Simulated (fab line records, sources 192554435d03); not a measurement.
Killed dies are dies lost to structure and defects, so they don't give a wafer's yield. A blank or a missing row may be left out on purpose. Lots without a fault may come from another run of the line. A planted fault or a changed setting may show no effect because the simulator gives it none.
A struck lot beside a sound one | flow n5_finfet | 34 steps out of a route of 1938
Sound: wafers L746.2, L746.3, L746.4. Struck: wafers L738.2, L738.3. (L738.4 of the same lot was not struck and is left out.) The cause comes at the end.
At each step with rows: each side's tool, then ch and its chambers, then its first start. Under that, the readings that differ: sound wafers | struck wafers | difference of the means | sigmas: that difference in standard deviations of wafers without a fault.
alike: readings whose means differ by less than 2 such deviations, and words and numbers that are the same on both sides. not compared: withheld readings, readings that some wafer has no value for, bounds like >300 that may hide the same value, and numbers for which the record gives no deviation and whose values overlap.
The two part at a step that has a row with sigmas, a row that says differs or no value, or rows on one side only. Numbers that don't overlap but have no deviation are shown without sigmas and don't part them. A reading that every wafer of one side lacks parts them only if that side has two wafers or more.

first, 11 steps without rows for these wafers: N5_BEOL_M14_TRENCH_ETCH_34 (etches SiO2 in C4F8/O2/Ar, target depth 556.65 nm, time 126.9 s); N5_BEOL_M14_STRIP_70 (strips in C4F8/O2/Ar); N5_BEOL_M14_STRIP_37 (strips in O2); N5_BEOL_M14_ETCH_38 (etches SiCN in CF4/N2, target depth 106.5 nm, time 120.6 s); N5_BEOL_M14_PRECLEAN_39 (cleans in residue remover, time 60 s); N5_BEOL_M14_SRD_40 (time 30 s, dry time 30 s); N5_BEOL_M14_DEGAS_41 (time 60 s); N5_BEOL_M14_PRE_CLEAN_42 (time 30 s); N5_BEOL_M14_SPUTTER_43 (material TaN, target thk 15 nm, time 24.19 s); N5_BEOL_M14_SPUTTER_44 (material Ta, target thk 15 nm, time 24.19 s); N5_BEOL_M14_SPUTTER_45 (material Cu, target thk 100 nm, time 16.67 s).
N5_BEOL_M14_ECD_47: material Cu, target thk 1248 nm.
  sound on ecd_cu-02 ch 0,1, day 17 07:31; struck on ecd_cu-01 ch 0,1, day 15 07:48
then, 21 steps without rows for these wafers: N5_BEOL_M14_ANNEAL_48 (time 90 s); N5_BEOL_M14_CMP_49 (polishes, stops on SiO2, t overpolish 5.2 s, target thk 560 nm); N5_BEOL_M14_PRE_CLEAN_52 (time 15 s); N5_BEOL_M14_DEP_53 (deposits SiCN from 3MS/NH3, target thk 50 nm, time 17.8 s); N5_BEOL_M15_ILD_DEP_00 (deposits SiO2 from TEOS/O2, target thk 1629.3 nm, time 346.1 s); N5_BEOL_M15_COAT_58 (time 60 s, resist thk 89 nm); N5_BEOL_M15_COAT_04 (resist thk 800 nm); N5_BEOL_M15_EBR_06; N5_BEOL_M15_SOFTBAKE_05 (time 60 s); N5_BEOL_M15_EXPOSE_07 (exposes mask V14); N5_BEOL_M15_PEB_08 (peb time 90 s); N5_BEOL_M15_DEVELOP_09 (develop time 45 s); N5_BEOL_M15_HARDBAKE_14 (time 120 s); N5_BEOL_M15_DESCUM_15 (chemistry O2, time 7.9 s); N5_BEOL_M15_ETCH_59 (etches BARC in N2/H2, target depth 89 nm, overetch 26.7 nm, time 67.9 s); N5_BEOL_M15_VIA_ETCH_16 (etches SiO2 in C4F8/O2/Ar, target depth 1792.2 nm); N5_BEOL_M15_STRIP_63 (strips in O2); N5_BEOL_M15_STRIP_64 (strips in O2); N5_BEOL_M15_STRIP_65 (strips in post etch residue remover, time 60 s); N5_BEOL_M15_SRD_66 (time 30 s, dry time 30 s); N5_BEOL_M15_COAT_56 (time 60 s, resist thk 550 nm).
N5_PASSIVATION_PROBE_49:
  sound on prober-02, day 18 07:52; struck on prober-02, day 16 08:23
  reading                  | sound          | struck    | difference | sigmas
  defect_limited_yield (%) | 92.5 90.2 89.1 | 61.4 61.4 | -29.2      | -22
  killed_at_M4_up          | 10 9 21        | 385 389   | +374       | +80
  killed_at_other          | 3 3 2          | 11 5      | +5         | +2
  killed_dies              | 88 116 129     | 455 456   | +344       | +23
  killed_on_rim            | 13 18 11       | 50 63     | +42        | +10
  killed_short             | 29 43 39       | 22 24     | -14        | -2
  sort_bin_5_function (%)  | 4.7 4.9 6.4    | 24.0 24.7 | +19.0      | +21
  sort_bin_6_memory (%)    | 2.5 3.8 4.2    | 13.3 11.4 | +8.9       | +14
  sort_n_pass              | 1092 1064 1051 | 725 724   | -344       | -22
  sort_yield_pct (%)       | 92.5 90.2 89.1 | 61.4 61.4 | -29.2      | -21
  alike: killed_at_M0_to_M3, killed_at_contacts, killed_at_front_end, killed_open

WHERE THEY PART
Only at N5_PASSIVATION_PROBE_49, within this record.

WHY: what the simulator had put in
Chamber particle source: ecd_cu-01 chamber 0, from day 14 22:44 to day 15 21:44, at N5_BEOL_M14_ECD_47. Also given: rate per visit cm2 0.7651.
